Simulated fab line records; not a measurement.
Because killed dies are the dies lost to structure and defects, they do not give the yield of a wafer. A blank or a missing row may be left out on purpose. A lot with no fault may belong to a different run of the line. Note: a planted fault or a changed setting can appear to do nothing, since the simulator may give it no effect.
fab line records    flow nand-harc
record: lots: 6  wafers: 18  last-day: 32
route steps=1302 shown P_ZERO_WELL@60 P_STI@69 END@1302
lots untouched by any fault: they come from a run of this same line in which no faults occurred
start-h: the number of hours between the record's first day and the start of the first shown wafer of the lot    wait-h: hours elapsed since this lot's preceding step    " identical to the entry in the row above    L1.1+2: one row covering several wafers at once    - value missing, or start not given    * or withheld: withheld    < > ~ a bound
route shown NAME@n: names a module that has steps shown in the file, with the first one's number in the route    usual: mean/standard deviation taken from wafers without a fault    same: alike in all rows    chamber/n: place in a boat    sites: per-site readings    _std_site: the values' standard deviation    _edge_site: outer sites' mean less inner sites'    radius-mm: for every site, how far away it sits from the centre of the wafer    mask NAME#n: copy n    behind: the most recent tool/chamber to have shaped the wafer    hold: cause of the lot's hold/its duration in hours/its outcome    device: names the non-switching transistor (n, p or np)    end of line: at the end of the route, the tests of the same wafers    a step with no rows: only its recipe    killed: not the wafer's yield, but the dies lost to structure and defects at the first sort    map: per-die view of a wafer (x killed, . not killed, _ where there is no die)
set.NAME: setting as actually run; set.NAME@STEP: the setting as run at that earlier step    model.NAME: the simulator's own value behind a step, which no gauge read
lots at selected steps of the route; one table per step, one row per wafer
services: a tool's chamber out of use, with start hour (start-h, from the record's first day; less than 0 if before it), hours out, and reason
== steps ==
step: NHARC_P_ZERO_WELL_HARDBAKE_53
recipe: temp-c: 125  time-s: 80
step: NHARC_P_ZERO_WELL_DESCUM_54
recipe: time-s: 3  o2-flow-sccm: 200  ar-flow-sccm: 0  bias-power-w: 0  chemistry: O2
usual: drypump-motor-current-A: 5.9/0.3  oes-product-au: 1.002/0.0088  rf-vpp-V: 57.7/0.87  showerhead-plenum-p-Torr: 1.89/0.085  throttle-valve-pct: 11.311/0.0087
same: bias-power-w: 0
lot.wafer  tool         chamber  start-h  wait-h  drypump-motor-current-A  oes-product-au  rf-hours-counter-h  rf-vpp-V  showerhead-plenum-p-Torr  throttle-valve-pct
L799.2     rie-diel-04  0        85.88    -       6.2                      1.004           18                  57.2      1.80                      11.319
L799.4     "            1        "        "       5.9                      1.006           17                  58.2      1.92                      11.300
L799.1     "            3        "        "       6.1                      1.011           19                  59.4      1.96                      11.307
L803.1     rie-diel-08  2        125.64   -       5.6                      1.012           34                  56.9      1.95                      11.325
L803.3     "            0        "        "       6.2                      0.985           37                  57.3      1.97                      11.320
L803.5     "            2        "        "       5.6                      1.014           -                   57.7      1.95                      11.316
L810.4     rie-diel-04  3        195.92   -       6.1                      1.011           2                   59.0      1.95                      11.305
L810.1     "            0        "        "       6.2                      1.012           2                   56.7      1.79                      11.317
L810.5     "            2        "        "       5.6                      1.000           -                   57.7      1.81                      11.317
L812.1     rie-diel-04  0        216.10   -       6.2                      1.000           10                  57.5      1.79                      11.305
L812.2     "            2        "        "       5.6                      0.995           7                   58.1      1.80                      11.320
L812.6     "            1        "        "       5.9                      0.998           -                   58.1      1.91                      11.326
L813.3     rie-diel-04  3        226.08   -       6.1                      0.998           14                  58.5      1.95                      11.311
L813.4     "            1        "        "       6.0                      1.006           9                   58.0      1.91                      11.328
L813.6     "            2        "        "       5.6                      0.998           -                   57.2      1.80                      11.299
L814.1     rie-diel-04  1        235.90   -       5.9                      0.994           13                  56.7      1.91                      11.300
L814.4     "            3        "        "       6.1                      1.005           19                  57.7      1.95                      11.296
L814.6     "            1        "        "       5.9                      0.999           -                   56.6      1.91                      11.311
step: NHARC_P_ZERO_WELL_IMPLANT_55
recipe: energy-kev: 180  dose-cm2: 8e+11  tilt-deg: 7
step: NHARC_P_ZERO_WELL_IMPLANT_61
recipe: energy-kev: 30  dose-cm2: 5e+11  tilt-deg: 7
step: NHARC_P_ZERO_WELL_STRIP_56
recipe: time-s: 840  temp-c: 130  chemistry: SPM
step: NHARC_P_ZERO_WELL_PRECLEAN_68
recipe: time-s: 60  temp-c: 50  bath-age-min: 0  chemistry: SC1
step: NHARC_P_ZERO_WELL_SRD_69
step: NHARC_P_ZERO_WELL_RTA_42
recipe: temp-c: 1100  time-s: 300
usual: lamp-power-pct: 41/3.8  lamp_zone_6_pct: 41/3.8  lamp_zone_7_pct: 41/3.9  wafer_temp_C_max: 1105.7/1.5
lot.wafer  tool           chamber  start-h  wait-h  lamp-power-pct  lamp_zone_6_pct  lamp_zone_7_pct  wafer_temp_C_max
L799.1     rtp-anneal-02  0        86.85    -       44              44               44               1107.7
L799.2     "              0        "        "       44              44               44               1106.7
L799.4     "              0        "        "       44              44               44               1105.4
L803.1     rtp-anneal-02  0        126.65   -       44              44               44               1107.5
L803.3     "              0        "        "       44              44               44               1106.8
L803.5     "              0        "        "       44              44               44               1105.8
L810.1     rtp-anneal-01  0        196.88   -       36              36               36               1104.4
L810.4     "              0        "        "       36              36               36               1104.5
L810.5     "              0        "        "       36              36               36               1105.7
L812.1     rtp-anneal-01  0        217.08   -       36              36               36               1104.1
L812.2     "              0        "        "       36              36               36               1103.6
L812.6     "              0        "        "       36              36               36               1104.5
L813.3     rtp-anneal-02  0        227.26   -       44              44               44               1105.2
L813.4     "              0        "        "       44              44               44               1106.8
L813.6     "              0        "        "       44              44               44               1106.5
L814.1     rtp-anneal-02  0        236.88   -       44              44               44               1105.9
L814.4     "              0        "        "       44              44               44               1108.8
L814.6     "              0        "        "       44              44               44               1106.0
step: NHARC_P_ZERO_WELL_INSPECT_43
usual: raw-defect-count: 14/5.9
lot.wafer  tool               chamber  start-h  wait-h  raw-defect-count
L799.1     defect-inspect-02  -        87.52    0.6     11
L799.2     "                  -        "        "       6
L799.4     "                  -        "        "       12
L803.1     defect-inspect-02  -        127.32   0.6     10
L803.3     "                  -        "        "       28
L803.5     "                  -        "        "       11
L810.1     defect-inspect-01  -        197.56   0.6     19
L810.4     "                  -        "        "       13
L810.5     "                  -        "        "       21
L812.1     defect-inspect-01  -        217.75   0.6     13
L812.2     "                  -        "        "       17
L812.6     "                  -        "        "       8
L813.3     defect-inspect-01  -        227.73   0.4     15
L813.4     "                  -        "        "       17
L813.6     "                  -        "        "       11
L814.1     defect-inspect-01  -        237.55   0.6     11
L814.4     "                  -        "        "       5
L814.6     "                  -        "        "       7
step: NHARC_P_STI_ETCH_26
recipe: target-depth-a: 110  chemistry: dHF  material: SiO2
step: NHARC_P_STI_PRECLEAN_27
recipe: time-s: *  temp-c: 50  bath-age-min: 0  chemistry: SC1
step: NHARC_P_STI_SRD_28
step: NHARC_P_STI_OXIDE_29
recipe: target-thk-a: 100  temp-c: 900  ox-time-s: 1362  material: SiO2
usual: spike-tc-lower-C: 899.6/1.1  zone-power-top-pct: 33.6/0.66
lot.wafer  tool        chamber  start-h  wait-h  spike-tc-lower-C  zone-power-top-pct
L799.1     furnace-07  0        91.50    -       900.5             34.3
L799.2     "           0        "        "       899.1             33.8
L799.4     "           0        "        "       898.1             34.0
L799.1     furnace-07  0        95.56    0.3     900.4             34.1
L799.2     "           0        "        "       900.2             33.8
L799.4     "           0        "        "       901.3             33.7
L803.1     furnace-01  0        133.13   -       899.0             33.4
L803.3     "           0        "        "       899.1             33.1
L803.5     "           0        "        "       899.0             33.2
L803.1     furnace-01  0        137.57   0.7     900.2             32.3
L803.3     "           0        "        "       900.4             33.5
L803.5     "           0        "        "       901.6             32.5
L810.1     furnace-01  0        201.71   -       900.1             32.9
L810.4     "           0        "        "       899.8             33.1
L810.5     "           0        "        "       900.8             33.0
L812.1     furnace-08  0        224.83   -       898.1             34.6
L812.2     "           0        "        "       897.4             34.5
L812.6     "           0        "        "       897.6             34.4
L813.3     furnace-07  0        235.71   -       899.4             33.8
L813.4     "           0        "        "       900.6             33.4
L813.6     "           0        "        "       899.5             33.1
L814.1     furnace-08  0        241.63   -       898.2             34.5
L814.4     "           0        "        "       900.0             34.7
L814.6     "           0        "        "       900.5             34.3
step: NHARC_P_STI_HM_DEP_30
recipe: target-thk-a: 800  temp-c: 790  pressure-mtorr: 300  time-s: 873  material: Si3N4
step: NHARC_END_SORT_01
recipe: temp-c: 25
usual: killed-at-array: 57/19  killed-at-other: 0.9/1.1  killed-at-periphery: 4.0/2.6  killed-dies: 62/19  killed-open: 3.3/1.8  killed-short: 2.4/1.7
same: gross-dies: 677
lot.wafer  tool       chamber  start-h  wait-h  killed-at-array  killed-at-other  killed-at-periphery  killed-dies  killed-open  killed-short
L799.1     prober-01  0        618.14   2.5     61               1                1                    63           1            1
L799.2     prober-01  0        618.96   2.8     40               2                1                    43           0            0
L799.4     prober-01  0        620.59   3.4     48               1                2                    51           2            2
killed by level:class
L799.1 A_CHANNEL_HOLE_D1:chamber-film-flake=36 A_CHANNEL_HOLE_D2:chamber-film-flake=15 A_CONTACT:chamber-film-flake=5 A_BONDPAD:chamber-film-flake=4 P_CONTACT:geometric-particle:open=1 A_CHANNEL_FILL_D1:geometric-particle:short=1 THIN_TSV:chamber-film-flake=1
L799.2 A_CHANNEL_HOLE_D1:chamber-film-flake=26 A_CHANNEL_HOLE_D2:chamber-film-flake=8 A_CONTACT:chamber-film-flake=3 A_BONDPAD:chamber-film-flake=3 THIN_TSV:chamber-film-flake=2 P_GATE:chamber-film-flake=1
L799.4 A_CHANNEL_HOLE_D1:chamber-film-flake=33 A_CHANNEL_HOLE_D2:chamber-film-flake=6 A_BONDPAD:chamber-film-flake=4 P_M0:geometric-particle:open=1 A_CHANNEL_FILL_D2:geometric-particle:short=1 A_WL_FILL:geometric-particle:short=1 A_M0:geometric-particle:open=1 P_GATE:chamber-film-flake=1
== services ==
tool         chamber  start-h  hours  kind
rie-diel-04  0        83.87    -      clean
rie-diel-04  1        83.87    -      clean
rie-diel-04  2        83.87    -      clean
rie-diel-04  3        83.87    -      clean
rie-diel-04  0        108.48   -      clean
rie-diel-04  1        108.48   -      clean
rie-diel-04  2        108.48   -      clean
rie-diel-04  3        108.48   -      clean
rie-diel-08  2        128.65   1.8    repair
rie-diel-04  0        133.06   -      clean
rie-diel-04  1        133.06   -      clean
rie-diel-04  2        133.06   -      clean
rie-diel-04  3        133.06   -      clean
rie-diel-08  0        146.40   16.3   repair
rie-diel-04  0        157.61   -      clean
rie-diel-04  1        157.61   -      clean
rie-diel-04  2        157.61   -      clean
rie-diel-04  3        157.61   -      clean
rie-diel-04  -        180.43   9.0    pm
rie-diel-08  -        190.95   9.0    pm
furnace-01   -        209.06   26.0   pm
rie-diel-04  1        209.91   6.1    repair
rie-diel-08  3        215.73   8.8    repair
rie-diel-04  2        236.01   1.5    repair
== key ==
first-sign: step: NHARC_P_STI_OXIDE_29  reading: visit  direction: added
effect none on later readings
met-at NHARC_P_STI_OXIDE_29
struck-wafers L799.1,L799.2,L799.4,L803.1,L803.3,L803.5
tester-left-out L799,L803
fault: kind: repeated-step-whole  tool: furnace-01,furnace-07,furnace-08  chamber: -  onset-h: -  steps: NHARC_P_STI_OXIDE_29  times: 1  scope: struck-lots-only
tester-left-out: of these lots the tester's yield and bins aren't shown, on N5 and GAA mostly nor the transistor test; their killed dies are dies lost to structure and defects alone, not to doping, threshold or leakage, so they don't give the yield
